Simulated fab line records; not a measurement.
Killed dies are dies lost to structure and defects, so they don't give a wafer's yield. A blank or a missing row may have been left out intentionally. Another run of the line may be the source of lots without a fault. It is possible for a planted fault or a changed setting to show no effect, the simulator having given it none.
fab line records	flow nand_harc	part 1 of 2: steps 1 to 22 of 35
record lots=5	wafers=15	last_day=29
route steps=1302 shown A_CHANNEL_FILL_D2@627 A_STAIRCASE@639
lots that met no fault: taken from a fault-free run of the same line
start_h: hours from the record's first day to the start of the lot's first wafer shown	wait_h: time in hours since the lot's previous step	" identical to the entry in the row above	L1.1+2: one row covering several wafers at once	- no value present, or no start provided	* or withheld: withheld	< > ~ a bound
route shown NAME@n: names a module that has steps shown in the file, with the first one's number in the route	usual: average and standard deviation across the fault-free wafers	same: alike in all rows	chamber/n: place in a boat	sites: each site's reading	_std_site: how widely they spread, as a standard deviation	_edge_site: the outer-site mean with the inner-site mean subtracted	radius_mm: for every site, how far away it sits from the centre of the wafer	mask NAME#n: copy n	behind: the tool/chamber that last shaped the wafer	hold: why the lot went on hold/how many hours it stayed there/how the hold came to an end	device: whichever transistor did not switch (one of n, p or np)	end of line: tests run on the same wafers once the route is complete	a step without rows: its recipe alone	killed: count of dies lost to structure and defects at first sort (not the wafer's yield)	map: a wafer's dies, x killed, . not, _ none there
set.NAME: the setting that was run; set.NAME@STEP: the one run at that earlier step	model.NAME: the simulator's own value behind a step, which no gauge read
certain route steps with their lots: each step a table, each wafer a row
services: when a tool's chamber went out of use (start_h, in hours from the record's first day, below 0 if earlier), for how many hours, and the reason
## steps
# step NHARC_A_CHANNEL_FILL_D2_ALD_25
# recipe target_thk_a=600	pulse_time_s=10	ald_cycles=600	temp_c=300	material=SiOx
# usual heater_power_w=469/54	precursor_pulse_height_rel=1.001/0.021
lot.wafer	tool	chamber	start_h	wait_h	heater_power_w	precursor_pulse_height_rel
L075.2	ald_hk-02	2	358.73	1.4	384	0.979
L075.1	"	0	359.97	2.7	430	1.025
L075.6	"	1	"	"	480	0.998
L082.4	ald_hk-02	3	417.97	0.0	431	1.044
L082.3	"	1	419.20	1.3	474	0.993
L082.6	"	3	420.42	2.5	436	0.954
L085.2	ald_hk-02	3	452.04	0.7	421	0.989
L085.3	"	1	453.25	1.9	479	0.981
L085.5	"	3	454.46	3.1	439	0.972
L088.3	ald_hk-03	1	476.08	0.1	453	1.029
L088.1	"	3	477.35	1.3	517	1.040
L088.5	"	2	479.25	3.2	430	0.991
L087.2	ald_hk-01	2	476.08	0.1	572	0.986
L087.1	"	3	"	"	454	0.985
L087.6	"	3	479.19	3.2	439	0.959
# step NHARC_A_CHANNEL_FILL_D2_ETCHBACK_08
# recipe target_depth_a=2200	time_s=110	c4f8_flow_sccm=20	ar_flow_sccm=withheld	rf_w=600	bias_w=300	chemistry=C4F8
# usual oes_product_au=0.97/0.037	rf_vpp_V=441.5/2.2
lot.wafer	tool	chamber	start_h	wait_h	oes_product_au	rf_hours_counter_h	rf_vpp_V
L075.1	rie_diel-07	3	-	-	1.02	7	439.8
L075.2	"	0	"	"	1.02	8	444.2
L075.6	"	1	"	"	1.00	-	435.9
L082.4	rie_diel-01	2	-	-	0.93	1	443.0
L082.3	"	1	"	"	0.94	1	442.8
L082.6	"	2	"	"	0.92	-	440.4
L085.3	rie_diel-01	0	-	-	0.93	3	442.4
L085.2	"	2	"	"	0.95	1	441.5
L085.5	"	3	"	"	0.92	-	445.9
L087.2	rie_diel-01	0	-	-	0.93	4	440.7
L087.1	"	1	"	"	0.93	4	445.7
L087.6	"	3	"	"	0.92	-	446.0
L088.3	rie_diel-05	0	-	-	1.00	1	438.9
L088.1	"	3	"	"	0.97	1	440.3
L088.5	"	1	"	"	0.98	-	441.0
# step NHARC_A_CHANNEL_FILL_D2_STRIP_29
# recipe time_s=20	o2_flow_sccm=500	ar_flow_sccm=0	bias_w=0	chemistry=O2
# usual drypump_motor_current_A=5.5/0.53	oes_product_au=1.000/0.013	rf_vpp_V=57.9/0.83	showerhead_plenum_p_Torr=3.56/0.12	throttle_valve_pct=17.036/0.009
lot.wafer	tool	chamber	start_h	wait_h	drypump_motor_current_A	oes_product_au	rf_hours_counter_h	rf_vpp_V	showerhead_plenum_p_Torr	throttle_valve_pct
L075.1	rie_diel-07	1	-	-	5.8	0.997	7	57.2	3.28	17.040
L075.2	"	2	"	"	5.4	1.001	6	57.1	3.54	17.033
L075.6	"	2	"	"	5.4	0.997	-	58.8	3.54	17.048
L082.4	rie_diel-01	2	-	-	5.4	1.002	1	58.0	3.59	17.050
L082.3	"	3	"	"	5.9	1.000	1	58.1	3.76	17.038
L082.6	"	1	"	"	5.7	1.008	-	57.5	3.71	17.048
L085.3	rie_diel-01	3	-	-	5.9	0.990	3	57.7	3.76	17.046
L085.2	"	1	"	"	5.7	1.020	3	59.4	3.70	17.030
L085.5	"	3	"	"	5.9	0.994	-	58.6	3.76	17.035
L087.2	rie_diel-01	3	-	-	5.9	0.993	4	57.9	3.76	17.042
L087.1	"	0	"	"	4.9	1.002	4	58.2	3.53	17.021
L087.6	"	2	"	"	5.4	0.998	-	58.4	3.58	17.035
L088.1	rie_diel-05	3	-	-	4.8	0.977	1	57.9	3.53	17.043
L088.3	"	0	"	"	5.3	0.995	1	56.1	3.48	17.041
L088.5	"	2	"	"	6.4	1.013	-	56.8	3.42	17.032
# step NHARC_A_CHANNEL_FILL_D2_PRECLEAN_30
# recipe time_s=30	chemistry=dHF
lot.wafer	tool	chamber	start_h	wait_h
L075.2+1+6	wet_bench-05	0,1,2	363.94	-
L082.3+6+4	wet_bench-07	0,1,2	423.74	-
L085.5+2+3	wet_bench-07	2,4,6	457.16	-
L087.1+2+6	wet_bench-02	5,6,7	481.93	-
L088.1+3+5	wet_bench-05	7,0,1	482.00	-
# step NHARC_A_CHANNEL_FILL_D2_SRD_31
lot.wafer	tool	chamber	start_h	wait_h
L075.2+1+6	wet_bench-05	0,1,2	363.95	0.0
L082.3+6+4	wet_bench-07	0,1,2	423.76	0.0
L085.5+2+3	wet_bench-07	2,4,6	457.19	0.0
L087.1+2+6	wet_bench-02	5,6,7	-	-
L088.1+3+5	wet_bench-05	7,0,1	482.03	0.0
# step NHARC_A_CHANNEL_FILL_D2_CVD_09
# recipe target_thk_a=1500	temp_c=620	pressure_mtorr=200	time_s=3000	material=poly-Si
# usual spike_tc_lower_C=621.1/1.1	zone_power_centre_pct=9.68/0.14
lot.wafer	tool	chamber	start_h	wait_h	spike_tc_lower_C	zone_power_centre_pct
L075.1	lpcvd_poly-02	0	365.48	1.5	619.5	9.63
L075.2	"	0	"	"	620.2	9.54
L075.6	"	0	"	"	621.3	9.79
L082.3	lpcvd_poly-02	0	426.03	2.3	619.3	9.63
L082.4	"	0	"	"	621.7	9.68
L082.6	"	0	"	"	622.4	9.90
L085.2	lpcvd_poly-04	0	459.53	2.3	619.1	9.63
L085.3	"	0	"	"	621.9	9.65
L085.5	"	0	"	"	621.5	9.57
L087.1	lpcvd_poly-04	0	484.29	-	620.7	9.58
L087.2	"	0	"	"	620.5	9.73
L087.6	"	0	"	"	620.7	9.52
L088.1	lpcvd_poly-04	0	484.29	2.3	621.3	9.56
L088.3	"	0	"	"	620.8	9.53
L088.5	"	0	"	"	621.7	9.51
# step NHARC_A_CHANNEL_FILL_D2_CMP_10
# recipe target_thk_nm=150
# usual motor_current_A=12.7/1.2	time_to_endpoint_s=15/3.5
lot.wafer	tool	chamber	start_h	wait_h	motor_current_A	time_to_endpoint_s
L075.2	cmp-02	0	368.86	0.6	14.6	11
L075.1	"	1	"	"	12.1	23
L075.6	"	3	"	"	13.1	17
L082.3	cmp-01	2	429.25	0.4	11.4	15
L082.4	"	1	"	"	13.8	16
L082.6	"	3	"	"	12.0	17
L085.3	cmp-02	2	462.81	0.4	13.8	16
L085.2	"	3	"	"	12.4	18
L085.5	"	1	"	"	11.9	22
L088.3	cmp-02	3	487.49	0.4	13.0	20
L088.1	"	0	"	"	13.9	17
L088.5	"	0	"	"	14.7	14
L087.2	cmp-01	2	487.49	0.4	11.6	17
L087.1	"	3	"	"	12.0	17
L087.6	"	2	"	"	11.6	17
# step NHARC_A_CHANNEL_FILL_D2_SRD_12
lot.wafer	tool	chamber	start_h	wait_h
L075.1+6+2	wet_bench-07	2,3,5	369.11	0.0
L082.6+3+4	wet_bench-02	3,6,7	429.54	0.0
L085.3+2+5	wet_bench-07	0,2,3	463.08	0.0
L088.5+1+3	wet_bench-02	0,2,5	487.78	0.0
L087.6+1+2	wet_bench-05	6,7,0	487.80	0.0
# step NHARC_A_CHANNEL_FILL_D2_RTA_24
# recipe temp_c=1000	time_s=5
# usual anneal_temp_c_max=1004.6/2	lamp_power_pct=33/4.2	wafer_temp_C_max=1003.4/1
lot.wafer	tool	chamber	start_h	wait_h	anneal_temp_c_max	lamp_power_pct	wafer_temp_C_max
L075.1	rtp_anneal-01	0	369.25	0.1	1007.1	37	1003.2
L075.2	"	0	"	"	1007.8	37	1002.0
L075.6	"	0	"	"	1005.8	37	1003.2
L082.3	rtp_anneal-02	0	429.72	0.1	1002.6	28	1007.3
L082.4	"	0	"	"	1002.3	28	1003.6
L082.6	"	0	"	"	1002.8	28	1005.0
L085.2	rtp_anneal-01	0	463.23	0.1	1006.8	37	1003.2
L085.3	"	0	"	"	1005.8	37	1002.2
L085.5	"	0	"	"	1005.5	37	1002.8
L088.1	rtp_anneal-01	0	487.90	0.0	1006.0	37	1001.8
L088.3	"	0	"	"	1009.0	37	1001.7
L088.5	"	0	"	"	1006.4	37	1001.8
L087.1	rtp_anneal-02	0	487.91	0.0	1002.1	28	1003.2
L087.2	"	0	"	"	1001.9	29	1003.7
L087.6	"	0	"	"	1002.9	28	1003.6
# step NHARC_A_CHANNEL_FILL_D2_INSPECT_13
# usual raw_defect_count=391/120
lot.wafer	tool	chamber	start_h	wait_h	raw_defect_count
L075.1	defect_inspect-01	-	369.45	0.2	504
L075.2	"	-	"	"	734
L075.6	"	-	"	"	574
L082.3	defect_inspect-02	-	429.87	0.1	388
L082.4	"	-	"	"	253
L082.6	"	-	"	"	296
L085.2	defect_inspect-01	-	463.40	0.1	266
L085.3	"	-	"	"	440
L085.5	"	-	"	"	463
L088.1	defect_inspect-01	-	488.10	0.2	466
L088.3	"	-	"	"	308
L088.5	"	-	"	"	398
L087.1	defect_inspect-02	-	488.10	0.2	307
L087.2	"	-	"	"	290
L087.6	"	-	"	"	223
# step NHARC_A_STAIRCASE_DEP_156
# recipe target_thk_a=500	temp_c=400	target_thk_nm=50	flow_sccm=200	rf_w=450	material=SiNx
# usual heater_power_w=767/76
lot.wafer	tool	chamber	start_h	wait_h	heater_power_w
L075.2	pecvd-04	0	369.60	0.1	932
L075.1	"	1	"	"	812
L075.6	"	0	"	"	937
L082.3	pecvd-01	1	429.97	0.1	689
L082.4	"	0	"	"	762
L082.6	"	2	"	"	907
L085.2	pecvd-04	2	463.49	0.1	729
L085.3	"	0	"	"	736
L085.5	"	2	"	"	726
L088.3	pecvd-04	1	488.20	0.1	882
L088.1	"	2	"	"	709
L088.5	"	1	"	"	841
L087.2	pecvd-02	1	488.20	0.1	731
L087.1	"	2	"	"	828
L087.6	"	2	"	"	808
# step NHARC_A_STAIRCASE_DEHYDRATE_158
# recipe temp_c=150	time_s=120
# usual exhaust_pa=45.2/0.89
lot.wafer	tool	chamber	start_h	wait_h	exhaust_pa
L075.1	litho_track-03	0	369.84	0.2	44.8
L075.2	"	0	"	"	45.4
L075.6	"	0	"	"	46.5
L082.3	litho_track-05	0	430.22	0.2	43.6
L082.4	"	0	"	"	44.9
L082.6	"	0	"	"	44.7
L085.2	litho_track-05	0	463.73	0.2	45.6
L085.3	"	0	"	"	44.4
L085.5	"	0	"	"	45.8
L087.1	litho_track-07	0	488.44	0.2	46.2
L087.2	"	0	"	"	46.0
L087.6	"	0	"	"	45.4
L088.1	litho_track-03	0	488.44	0.2	47.5
L088.3	"	0	"	"	47.1
L088.5	"	0	"	"	46.5
# step NHARC_A_STAIRCASE_HMDS_159
# recipe time_s=30
# usual exhaust_pa=44.8/0.95
lot.wafer	tool	chamber	start_h	wait_h	exhaust_pa
L075.1	litho_track-03	0	-	-	45.9
L075.2	"	0	"	"	43.7
L075.6	"	0	"	"	43.2
L082.3	litho_track-05	0	-	-	44.0
L082.4	"	0	"	"	44.9
L082.6	"	0	"	"	43.9
L085.2	litho_track-05	0	-	-	45.7
L085.3	"	0	"	"	45.6
L085.5	"	0	"	"	45.2
L087.1	litho_track-07	0	-	-	46.3
L087.2	"	0	"	"	45.9
L087.6	"	0	"	"	44.8
L088.1	litho_track-03	0	-	-	45.2
L088.3	"	0	"	"	44.3
L088.5	"	0	"	"	43.5
# step NHARC_A_STAIRCASE_COAT_160
# recipe spin_rpm=1200
# usual exhaust_pa=45.0/0.97
lot.wafer	tool	chamber	start_h	wait_h	exhaust_pa
L075.1	litho_track-03	0	-	-	46.4
L075.2	"	0	"	"	46.7
L075.6	"	0	"	"	47.3
L082.3	litho_track-05	0	-	-	45.4
L082.4	"	0	"	"	43.6
L082.6	"	0	"	"	45.5
L085.2	litho_track-05	0	-	-	43.4
L085.3	"	0	"	"	43.8
L085.5	"	0	"	"	44.2
L087.1	litho_track-07	0	-	-	45.9
L087.2	"	0	"	"	46.0
L087.6	"	0	"	"	47.1
L088.1	litho_track-03	0	-	-	44.1
L088.3	"	0	"	"	43.6
L088.5	"	0	"	"	44.3
# step NHARC_A_STAIRCASE_SOFTBAKE_161
# recipe temp_c=135	time_s=170
# usual exhaust_pa=45.1/0.93
lot.wafer	tool	chamber	start_h	wait_h	exhaust_pa
L075.1	litho_track-03	0	-	-	44.7
L075.2	"	0	"	"	44.9
L075.6	"	0	"	"	44.1
L082.3	litho_track-05	0	-	-	45.6
L082.4	"	0	"	"	48.2
L082.6	"	0	"	"	45.3
L085.2	litho_track-05	0	-	-	44.8
L085.3	"	0	"	"	44.6
L085.5	"	0	"	"	44.0
L087.1	litho_track-07	0	-	-	44.8
L087.2	"	0	"	"	44.9
L087.6	"	0	"	"	44.8
L088.1	litho_track-03	0	-	-	44.2
L088.3	"	0	"	"	45.1
L088.5	"	0	"	"	44.9
# step NHARC_A_STAIRCASE_EBR_162
# usual exhaust_pa=44.9/0.94
lot.wafer	tool	chamber	start_h	wait_h	exhaust_pa
L075.1	litho_track-03	0	-	-	45.4
L075.2	"	0	"	"	45.3
L075.6	"	0	"	"	46.3
L082.3	litho_track-05	0	-	-	45.4
L082.4	"	0	"	"	44.5
L082.6	"	0	"	"	45.0
L085.2	litho_track-05	0	-	-	45.5
L085.3	"	0	"	"	44.7
L085.5	"	0	"	"	44.9
L087.1	litho_track-07	0	-	-	44.7
L087.2	"	0	"	"	45.2
L087.6	"	0	"	"	45.3
L088.1	litho_track-03	0	-	-	44.5
L088.3	"	0	"	"	44.8
L088.5	"	0	"	"	43.8
# step NHARC_A_STAIRCASE_EXPOSE_163
# recipe na=0.5	dose_mj=20.01	mask_id=STAIR_OPEN
# usual focus_offset_nm=0.0/0.53	reticle_temp_C=22.99/0.096
lot.wafer	tool	chamber	start_h	wait_h	mask	focus_offset_nm	reticle_temp_C
L075.1	krf_scanner-01	0	370.27	-	STAIR_OPEN#0	-0.5	22.85
L075.2	"	0	"	"	STAIR_OPEN#0	-0.6	22.83
L075.6	"	0	"	"	STAIR_OPEN#0	-0.7	22.92
L082.3	krf_scanner-03	0	430.67	-	STAIR_OPEN#0	0.0	23.08
L082.4	"	0	"	"	STAIR_OPEN#0	0.1	22.91
L082.6	"	0	"	"	STAIR_OPEN#0	0.1	22.84
L085.2	krf_scanner-03	0	464.07	-	STAIR_OPEN#0	-0.3	23.10
L085.3	"	0	"	"	STAIR_OPEN#0	0.3	23.01
L085.5	"	0	"	"	STAIR_OPEN#0	-1.1	22.98
L087.1	krf_scanner-02	0	488.65	-	STAIR_OPEN#0	-0.4	23.01
L087.2	"	0	"	"	STAIR_OPEN#0	-0.7	22.97
L087.6	"	0	"	"	STAIR_OPEN#0	-0.3	23.07
L088.1	krf_scanner-03	0	488.81	-	STAIR_OPEN#0	0.9	23.03
L088.3	"	0	"	"	STAIR_OPEN#0	0.9	22.88
L088.5	"	0	"	"	STAIR_OPEN#0	0.8	23.04
# step NHARC_A_STAIRCASE_PEB_164
# recipe peb_temp_c=115	peb_time_s=130
# usual exhaust_pa=44.9/0.76
lot.wafer	tool	chamber	start_h	wait_h	exhaust_pa
L075.1	litho_track-05	0	370.34	0.1	44.7
L075.2	"	0	"	"	43.7
L075.6	"	0	"	"	43.7
L082.3	litho_track-05	0	430.73	0.1	44.8
L082.4	"	0	"	"	45.6
L082.6	"	0	"	"	44.9
L085.2	litho_track-05	0	464.13	0.1	45.3
L085.3	"	0	"	"	44.8
L085.5	"	0	"	"	44.6
L087.1	litho_track-05	0	488.72	0.1	44.5
L087.2	"	0	"	"	45.5
L087.6	"	0	"	"	44.4
L088.1	litho_track-07	0	488.88	0.1	44.3
L088.3	"	0	"	"	44.7
L088.5	"	0	"	"	43.3
# step NHARC_A_STAIRCASE_DEVELOP_165
# recipe time_s=140
# usual exhaust_pa=45.0/0.94
lot.wafer	tool	chamber	start_h	wait_h	exhaust_pa
L075.1	litho_track-05	0	-	-	44.8
L075.2	"	0	"	"	44.1
L075.6	"	0	"	"	42.5
L082.3	litho_track-05	0	-	-	44.5
L082.4	"	0	"	"	44.4
L082.6	"	0	"	"	44.9
L085.2	litho_track-05	0	-	-	45.0
L085.3	"	0	"	"	46.0
L085.5	"	0	"	"	46.2
L087.1	litho_track-05	0	-	-	44.3
L087.2	"	0	"	"	45.4
L087.6	"	0	"	"	43.3
L088.1	litho_track-07	0	-	-	45.5
L088.3	"	0	"	"	44.6
L088.5	"	0	"	"	44.4
# step NHARC_A_STAIRCASE_HARDBAKE_167
# recipe temp_c=120	time_s=140
# usual exhaust_pa=45.0/0.94
lot.wafer	tool	chamber	start_h	wait_h	exhaust_pa
L075.1	litho_track-05	0	370.56	-	45.7
L075.2	"	0	"	"	45.7
L075.6	"	0	"	"	45.7
L082.3	litho_track-05	0	430.95	-	46.1
L082.4	"	0	"	"	45.3
L082.6	"	0	"	"	45.0
L085.2	litho_track-07	0	464.35	-	45.3
L085.3	"	0	"	"	45.2
L085.5	"	0	"	"	43.4
L087.1	litho_track-03	0	488.94	-	44.2
L087.2	"	0	"	"	44.0
L087.6	"	0	"	"	44.9
L088.1	litho_track-05	0	489.10	-	47.4
L088.3	"	0	"	"	47.0
L088.5	"	0	"	"	46.3
# step NHARC_A_STAIRCASE_DESCUM_168
# recipe time_s=3	o2_flow_sccm=200	ar_flow_sccm=0	bias_power_w=0	chemistry=O2
# usual drypump_motor_current_A=5.6/0.6	oes_product_au=0.998/0.014	rf_vpp_V=57.8/0.95	showerhead_plenum_p_Torr=1.91/0.079	throttle_valve_pct=11.312/0.0096
lot.wafer	tool	chamber	start_h	wait_h	drypump_motor_current_A	oes_product_au	rf_hours_counter_h	rf_vpp_V	showerhead_plenum_p_Torr	throttle_valve_pct
L075.2	rie_diel-04	3	371.81	-	6.0	0.984	4	58.2	1.89	11.328
L075.1	"	2	"	"	6.3	1.020	4	56.2	2.04	11.308
L075.6	"	3	"	"	5.9	0.992	-	56.4	1.89	11.315
L082.4	rie_diel-10	3	431.03	-	5.3	1.009	0	57.8	1.85	11.312
L082.3	"	0	"	"	6.3	0.969	0	57.4	1.91	11.309
L082.6	"	3	"	"	5.2	0.997	-	57.4	1.85	11.298
L085.2	rie_diel-10	3	464.45	-	5.3	0.993	9	59.0	1.84	11.303
L085.3	"	1	"	"	5.0	0.996	7	57.2	1.89	11.320
L085.5	"	2	"	"	6.3	0.994	-	58.6	2.07	11.321
L087.1	rie_diel-04	3	489.03	-	5.9	0.995	39	57.7	1.88	11.319
L087.2	"	2	"	"	6.3	1.018	39	59.3	2.02	11.311
L087.6	"	0	"	"	4.9	1.000	-	58.9	1.99	11.305
L088.1	rie_diel-04	0	489.19	-	4.9	0.996	43	57.7	1.99	11.310
L088.3	"	2	"	"	6.3	1.000	39	59.1	2.02	11.297
L088.5	"	1	"	"	4.8	0.999	-	57.3	1.88	11.322
# step NHARC_A_STAIRCASE_ETCH_169
# recipe target_depth_a=500	time_s=107.1	ion_energy_ev=120	ch3f_flow_sccm=50	o2_flow_sccm=30	ar_flow_sccm=200	rf_w=500	bias_w=100	chemistry=CH3F/O2
# usual drypump_motor_current_A=5.7/0.62	oes_product_au=0.953/0.019	rf_vpp_V=244.2/1.6	showerhead_plenum_p_Torr=2.46/0.098	throttle_valve_pct=20.663/0.0091
lot.wafer	tool	chamber	start_h	wait_h	drypump_motor_current_A	oes_product_au	rf_hours_counter_h	rf_vpp_V	showerhead_plenum_p_Torr	throttle_valve_pct
L075.2	rie_diel-04	1	371.97	0.2	4.8	0.939	2	243.3	2.43	20.672
L075.1	"	0	"	"	4.9	0.936	2	245.1	2.57	20.672
L075.6	"	2	"	"	6.3	0.953	-	245.5	2.61	20.670
L082.3	rie_diel-10	3	431.12	0.1	5.3	0.953	0	243.0	2.38	20.652
L082.4	"	2	"	"	6.3	0.966	0	247.5	2.66	20.671
L082.6	"	3	"	"	5.3	0.963	-	244.1	2.38	20.673
L085.2	rie_diel-10	2	464.54	0.1	6.3	0.953	8	247.7	2.66	20.671
L085.3	"	0	"	"	6.3	0.950	8	244.0	2.45	20.659
L085.5	"	2	"	"	6.3	0.955	-	246.5	2.66	20.672
L087.2	rie_diel-04	2	489.11	0.1	6.3	0.948	39	246.3	2.60	20.666
L087.1	"	3	"	"	5.9	0.920	39	242.4	2.41	20.672
L087.6	"	3	"	"	6.0	0.925	-	243.5	2.41	20.684
L088.1	rie_diel-04	0	489.28	0.1	4.9	0.940	43	245.0	2.55	20.660
L088.3	"	2	"	"	6.3	0.955	39	245.9	2.59	20.657
L088.5	"	1	"	"	4.8	0.934	-	244.0	2.42	20.657
